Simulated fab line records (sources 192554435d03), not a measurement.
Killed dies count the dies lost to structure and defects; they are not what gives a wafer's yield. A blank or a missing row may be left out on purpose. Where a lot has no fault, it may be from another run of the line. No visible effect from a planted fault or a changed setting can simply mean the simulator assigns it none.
8D (eight disciplines) problem report, filled in by code | flow n5-finfet | the parts of the form that need people (team, actions taken, sign-off) are left out

1. THE PROBLEM
Wafers without a fault read 126.0 W, standard deviation 0.37; bias-w at N5_MIM_TOP_ETCH_ETCH_00 reads a mean of 114.7 W on 6 wafers belonging to 2 lots. That is -31 standard deviations from the usual mean.
The step: etches TiN in Cl2/BCl3, target depth 38.5 nm.
Seen first at day 15 15:22 on rie-metal-02, wafer L406.2. Wafers with a number at this step in the record: 36, from 12 lots. The rule behind "out" and "out of limits": a value lying over 4 standard deviations away from the usual mean. The other wafers with a number count as sound.

2. WHAT IT IS; WHAT IT IS NOT
question                    | is                     | is not
which readings at this step | bias-w                 | drypump-motor-current-A, oes-product-au, throttle-valve-pct
which lots                  | L406, L409             | L396, L398, L399, L400, L401, L402, L403, L404, L405, L417
which wafers of those lots  | all that have a number | -
read on which tools         | rie-metal-02           | rie-metal-01, rie-metal-03
when                        | from day 15 15:22      | up to then (27 sound wafers); but 3 sound wafers of L417 came after

3. SUSPECTS, AND WHAT RULES EACH OUT
Counting: a tool at a process step up to the reading stays a suspect if it ran every lot that is out and no sound lot after the first of them.
- rie-metal-02 at N5_MIM_TOP_ETCH_ETCH_00 (etches TiN in Cl2/BCl3, target depth 38.5 nm): kept. All lots that are out passed through it, beginning with L406 at day 15 15:22, and no sound lot followed; its final sound lot before that point was L405 at day 14 22:20. On those wafers its own readings are out: bias-w.
After counting, what remains is rie-metal-02 at N5_MIM_TOP_ETCH_ETCH_00.

4. THE CAUSE (what the simulator had put in)
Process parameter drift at N5_MIM_TOP_ETCH_ETCH_00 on rie-metal-02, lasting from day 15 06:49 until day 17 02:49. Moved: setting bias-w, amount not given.
This tool alone remained once counting was done.

5. SEQUENCE OF EFFECTS, ordered by route
Each row: a reading where the mean over the struck wafers with a number is more than 3 standard deviations away from the usual. Readings are gone through only where the record gives a usual standard deviation; hours: the median, over the lots, of the time from a lot's start at the first step in this table giving one to that lot's start at this step; sigmas: the change measured in usual standard deviations.
hours | step                    | reading | usual   | on struck wafers | change | sigmas
0     | N5_MIM_TOP_ETCH_ETCH_00 | bias-w  | 126.0 W | 114.7            | -11.3  | -31
It contains these process steps:
- N5_MIM_TOP_ETCH_ETCH_00: etches TiN in Cl2/BCl3, target depth 38.5 nm.
Later steps that measure or inspect, where all struck wafers having a row at the step show a number for every such reading and not one has moved that far: N5_MIM_BOT_LITHO_OVL_MEAS_11.

6. HOW IT WOULD HAVE BEEN CAUGHT EARLIER
First out-of-limits reading in this record: day 15 15:22, which is 9 hours after fault onset at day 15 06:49.
